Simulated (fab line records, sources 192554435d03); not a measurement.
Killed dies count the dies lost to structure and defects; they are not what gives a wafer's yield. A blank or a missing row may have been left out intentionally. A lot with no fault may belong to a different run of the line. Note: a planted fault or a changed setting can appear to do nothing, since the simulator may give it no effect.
fab line records	flow n5-finfet
record: lots: 13	wafers: 33	last-day: 17
route steps=1938 shown BEOL_M9@1446
lots that met no fault: taken from a fault-free run of the same line
start-h: hours from the record's first day to the start of the lot's first wafer shown	wait-h: hours since the lot's step before	" same as the row above	L1.1+2: a row that stands for several wafers	- no value, or no start given	* or withheld: withheld	< > ~ a bound
route shown NAME@n: names a module that has steps shown in the file, with the first one's number in the route	usual: average and standard deviation across the fault-free wafers	same: alike in all rows	chamber/n: place in a boat	sites: the reading at each site	_std_site: the standard deviation of these	_edge_site: the outer-site mean with the inner-site mean subtracted	radius-mm: how far each site lies from the wafer's centre	mask NAME#n: copy n	behind: the most recent tool/chamber to have shaped the wafer	hold: the reason the lot was held/the length of the hold in hours/how it ended	device: the n, p or np transistor that did not switch	end of line: the tests these same wafers got at the end of their route	for a step that has no rows: nothing shown but its recipe	killed: the dies lost at the first sort to structure and to defects; this is not the yield of the wafer	map: a wafer's dies, marking killed ones x, the rest . and places with no die _
set.NAME: setting as actually run; set.NAME@STEP: the setting as run at that earlier step	model.NAME: the simulator's own value behind a step, which no gauge read
route steps across a sampled set of lots; one table per step, one row per wafer
services: a tool's chamber out of use, with start hour (start-h, from the record's first day; less than 0 if before it), hours out, and reason
== steps ==
step: N5_BEOL_M9_TRENCH_ETCH_37
recipe: chemistry: C4F6/O2	target-depth-a: 1514.3	target: SiCOH_lowk	time-s: 49	ion-energy-ev: 250	pressure-mtorr: 30	source-w: 345	bias-w: 185	Ar_flow_sccm: 300	C4F6_flow_sccm: 10	O2_flow_sccm: 10
usual: drypump-motor-current-A: 5.8/0.53	oes_o_777_au: 0.77/0.068	oes-product-au: 0.78/0.067	rf-vpp-V: 663/16	showerhead-plenum-p-Torr: 2.85/0.076	throttle-valve-pct: 21.0/0.31
lot.wafer	tool	chamber	start-h	wait-h	drypump-motor-current-A	oes_o_777_au	oes-product-au	rf-hours-counter-h	rf-vpp-V	showerhead-plenum-p-Torr	throttle-valve-pct
L798.2	rie-diel-04	0	-	-	6.5	0.67	0.69	241	687	2.92	21.1
L798.3	"	1	"	"	5.6	0.80	0.77	123	635	2.87	20.9
L798.6	"	1	"	"	5.6	0.80	0.77	-	636	2.87	21.0
L797.1	rie-diel-05	3	-	-	6.3	0.81	0.79	109	641	2.88	21.4
L797.2	"	2	"	"	5.2	0.71	0.74	183	659	2.84	20.8
L799.1	rie-diel-04	1	-	-	5.5	0.80	0.75	127	636	2.87	21.0
L799.3	"	0	"	"	6.5	0.67	0.69	245	686	2.91	21.1
L800.2	rie-diel-05	3	-	-	6.3	0.80	0.79	113	641	2.87	21.4
L800.3	"	0	"	"	5.7	0.76	0.77	119	690	2.98	20.7
L800.6	"	0	"	"	5.7	0.76	0.77	-	690	2.98	20.7
L801.1	rie-diel-04	1	-	-	5.5	0.79	0.74	134	636	2.87	21.0
L801.2	"	3	"	"	5.4	0.96	0.98	2	676	2.91	20.4
L801.5	"	1	"	"	5.5	0.79	0.74	-	635	2.87	21.0
L803.1	rie-diel-05	3	-	-	6.3	0.81	0.80	117	642	2.87	21.4
L803.2	"	0	"	"	5.7	0.76	0.78	122	691	2.97	20.7
L803.6	"	3	"	"	6.3	0.81	0.79	-	643	2.87	21.4
L805.1	rie-diel-04	1	-	-	5.6	0.78	0.75	144	634	2.86	21.0
L805.3	"	2	"	"	6.5	0.71	0.72	167	651	2.76	21.5
L808.3	rie-diel-05	1	-	-	5.7	0.71	0.73	181	657	2.72	21.2
L808.6	"	1	"	"	5.8	0.71	0.72	-	657	2.72	21.2
L807.2	rie-diel-01	1	-	-	5.5	0.83	0.83	99	668	2.86	20.4
L807.4	"	3	"	"	5.2	0.83	0.82	77	663	2.88	21.2
L807.5	"	3	"	"	5.2	0.84	0.82	-	664	2.88	21.1
L809.2	rie-diel-05	1	-	-	5.8	0.70	0.71	181	657	2.72	21.3
L809.4	"	0	"	"	5.7	0.75	0.76	132	690	2.97	20.7
L809.6	"	2	"	"	5.2	0.70	0.71	-	659	2.83	20.8
L814.2	rie-diel-05	1	-	-	5.8	0.70	0.70	194	655	2.72	21.3
L814.4	"	1	"	"	5.7	0.71	0.71	-	655	2.72	21.3
L819.3	rie-diel-01	3	-	-	5.2	0.81	0.80	99	663	2.87	21.2
L819.6	"	3	"	"	5.2	0.82	0.80	-	664	2.87	21.2
L820.1	rie-diel-05	3	-	-	6.3	0.77	0.75	152	641	2.86	21.5
L820.3	"	1	"	"	5.8	0.69	0.70	206	656	2.71	21.3
L820.4	"	2	"	"	5.2	0.68	0.71	222	658	2.82	20.9
step: N5_BEOL_M9_OCD_MEAS_38
usual: trench-depth-nm: 151.6/3
lot.wafer	tool	chamber	start-h	wait-h	trench-depth-nm
L798.2	ocd-01	-	210.24	-	150.5
L798.3	"	-	"	"	151.4
L798.6	"	-	"	"	151.5
L797.1	ocd-02	-	221.60	-	150.9
L797.2	"	-	"	"	152.9
L799.1	ocd-02	-	221.68	-	149.6
L799.3	"	-	"	"	149.7
L800.2	ocd-02	-	237.98	-	148.7
L800.3	"	-	"	"	152.0
L800.6	"	-	"	"	153.3
L801.1	ocd-02	-	241.03	-	148.5
L801.2	"	-	"	"	155.5
L801.5	"	-	"	"	147.9
L803.1	ocd-01	-	246.73	-	150.5
L803.2	"	-	"	"	154.3
L803.6	"	-	"	"	150.2
L805.1	ocd-01	-	267.28	-	149.8
L805.3	"	-	"	"	150.4
L808.3	ocd-02	-	279.46	-	149.2
L808.6	"	-	"	"	148.5
L807.2	ocd-01	-	279.85	-	153.7
L807.4	"	-	"	"	156.5
L807.5	"	-	"	"	156.6
L809.2	ocd-02	-	279.89	-	147.6
L809.4	"	-	"	"	151.4
L809.6	"	-	"	"	152.4
L814.2	ocd-01	-	316.38	-	147.2
L814.4	"	-	"	"	147.1
L819.3	ocd-01	-	350.93	-	156.4
L819.6	"	-	"	"	156.6
L820.1	ocd-01	-	353.39	-	150.2
L820.3	"	-	"	"	146.1
L820.4	"	-	"	"	150.4
step: N5_BEOL_M9_SURFACE_TREAT_79
recipe: gas: Ar	time-s: *	ion-energy-ev: *	ion-current-ma-cm2: 0.5	pressure-mtorr: *	ar-flow-sccm: 30
usual: ar-flow-sccm: 30.00/0.093	throttle-valve-pct: *
lot.wafer	tool	chamber	start-h	wait-h	ar-flow-sccm	throttle-valve-pct
L798.2	pvd-sputter-03	-	213.28	0.2	30.08	*
L798.3	"	-	"	"	29.92	*
L798.6	"	-	"	"	29.98	*
L797.1	pvd-sputter-02	-	222.72	0.2	29.82	*
L797.2	"	-	"	"	29.85	*
L799.1	pvd-sputter-02	-	222.84	0.2	29.85	*
L799.3	"	-	"	"	30.06	*
L800.2	pvd-sputter-03	-	238.97	0.2	29.94	*
L800.3	"	-	"	"	30.16	*
L800.6	"	-	"	"	30.02	*
L801.1	pvd-sputter-01	-	242.13	0.2	30.00	*
L801.2	"	-	"	"	30.02	*
L801.5	"	-	"	"	29.94	*
L803.1	pvd-sputter-03	-	249.64	0.2	29.98	*
L803.2	"	-	"	"	29.95	*
L803.6	"	-	"	"	29.91	*
L805.1	pvd-sputter-03	-	268.60	0.3	30.07	*
L805.3	"	-	"	"	30.11	*
L808.3	pvd-sputter-03	-	280.43	0.2	29.88	*
L808.6	"	-	"	"	30.10	*
L807.2	pvd-sputter-02	-	280.79	0.2	29.90	*
L807.4	"	-	"	"	29.99	*
L807.5	"	-	"	"	29.89	*
L809.2	pvd-sputter-03	-	280.87	0.2	30.11	*
L809.4	"	-	"	"	30.14	*
L809.6	"	-	"	"	29.81	*
L814.2	pvd-sputter-03	-	317.62	0.2	30.03	*
L814.4	"	-	"	"	30.03	*
L819.3	pvd-sputter-01	-	352.32	0.4	29.86	*
L819.6	"	-	"	"	30.06	*
L820.1	pvd-sputter-03	-	354.94	0.3	29.97	*
L820.3	"	-	"	"	30.08	*
L820.4	"	-	"	"	30.07	*
step: N5_BEOL_M9_CMP_52
recipe: stop-on: SiCOH_lowk	t-overpolish-s: 7	down-force-psi: 1	platen-rpm: 50	clearing-platen-down-force-psi: 1.5	clearing-platen-rpm: 50	post-cmp-clean: cu-alkaline	target-thk-nm: 140	clearing-platen-pad-velocity-m-s: 0.99484	pad-velocity-m-s: 0.99484
usual: barrier-field-endpoint-s: 29.0/0.71	motor-current-A: 6.4/0.8	overpolish-run-s: 6.998/0.0091	time-to-endpoint-s: 66/3.4
lot.wafer	tool	chamber	start-h	wait-h	barrier-field-endpoint-s	motor-current-A	overpolish-run-s	time-to-endpoint-s
L798.3	cmp-01	0	214.19	0.2	28.6	7.5	6.985	70
L798.2	"	2	"	"	28.6	6.6	6.990	68
L798.6	"	1	"	"	29.2	7.4	7.004	71
L797.2	cmp-02	3	224.12	0.2	29.8	5.4	6.990	65
L797.1	"	2	"	"	29.9	6.4	7.003	66
L799.3	cmp-01	0	224.62	0.2	29.3	7.7	7.020	66
L799.1	"	2	"	"	28.2	6.3	6.992	64
L800.3	cmp-03	3	241.37	0.2	29.6	5.7	6.994	70
L800.2	"	0	"	"	29.3	6.0	6.997	67
L800.6	"	1	"	"	28.0	7.8	6.991	63
L801.2	cmp-02	1	243.07	0.2	27.9	6.9	7.002	62
L801.1	"	0	"	"	29.3	5.3	7.004	63
L801.5	"	1	"	"	28.2	7.0	7.006	61
L803.1	cmp-03	3	250.48	0.3	29.1	5.6	7.010	66
L803.2	"	0	"	"	29.1	6.2	6.992	64
L803.6	"	2	"	"	29.2	5.5	7.013	61
L805.3	cmp-02	2	269.41	0.2	28.5	6.5	7.006	66
L805.1	"	0	"	"	28.4	5.4	6.984	69
L808.3	cmp-03	0	281.42	0.2	29.8	6.1	6.997	72
L808.6	"	3	"	"	29.8	5.6	7.000	71
L807.2	cmp-02	3	281.73	0.3	28.9	6.0	7.008	66
L807.4	"	0	"	"	29.3	5.3	6.997	69
L807.5	"	3	"	"	28.9	5.7	6.987	66
L809.4	cmp-01	3	282.25	0.1	29.3	6.8	6.982	67
L809.2	"	1	"	"	28.2	7.3	7.004	64
L809.6	"	0	"	"	29.6	7.6	6.996	66
L814.4	cmp-01	3	319.08	0.2	16.0	6.6	7.003	33
L814.2	"	0	"	"	15.9	7.7	6.988	32
L819.3	cmp-03	1	354.31	0.2	30.1	7.5	6.997	66
L819.6	"	0	"	"	31.3	6.3	6.988	74
L820.4	cmp-02	3	356.83	0.1	29.9	5.7	7.002	67
L820.3	"	1	"	"	28.5	6.8	6.973	61
L820.1	"	2	"	"	28.8	6.8	6.994	65
== services ==
tool	chamber	start-h	hours	kind
cmp-03	-	189.04	0.4	repair
cmp-03	-	195.48	1.7	repair
cmp-02	-	200.56	2.4	repair
rie-diel-04	3	202.30	-	clean
cmp-01	-	204.15	0.5	repair
rie-diel-01	-	206.39	0.5	repair
cmp-02	-	215.42	4.0	pm
cmp-02	-	219.42	-	consumable-replace:conditioner
cmp-02	-	219.42	-	consumable-replace:pad
cmp-03	-	235.56	1.1	repair
cmp-03	-	243.89	5.3	pm
cmp-02	-	244.01	1.5	repair
cmp-01	-	257.60	4.0	pm
pvd-sputter-01	-	265.60	4.9	repair
rie-diel-01	1	286.80	6.7	repair
cmp-02	-	287.69	1.8	repair
cmp-01	-	294.79	0.3	repair
rie-diel-05	0	300.39	21.1	repair
rie-diel-05	2	303.66	4.9	repair
cmp-02	-	305.39	3.3	repair
pvd-sputter-02	-	306.05	1.9	repair
rie-diel-05	0	334.70	17.2	repair
cmp-02	-	340.86	5.7	pm
pvd-sputter-03	-	352.94	1.0	repair
== key ==
first-sign: step: N5_BEOL_M9_CMP_52	reading: barrier-field-endpoint-s	direction: down	sigmas: 18	usual: 29.0	struck: 15.9
effect: step: N5_BEOL_M9_CMP_52	reading: time-to-endpoint-s	direction: down	sigmas: 9.8	usual: *	struck: *
met-at N5_BEOL_M9_CMP_52
struck-lots L814
struck-wafers L814.2,L814.4
not-acting-at N5_BEOL_M9_TRENCH_ETCH_37,N5_BEOL_M9_OCD_MEAS_38,N5_BEOL_M9_SURFACE_TREAT_79
onset-between 282.25 319.08
fault: kind: process-parameter-drift	tool: cmp-01	chamber: -	onset-h: 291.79	steps: N5_BEOL_M9_CMP_52	channel: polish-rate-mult	offset: 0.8	shape: step	end-h: 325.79	scope: struck-wafers-only
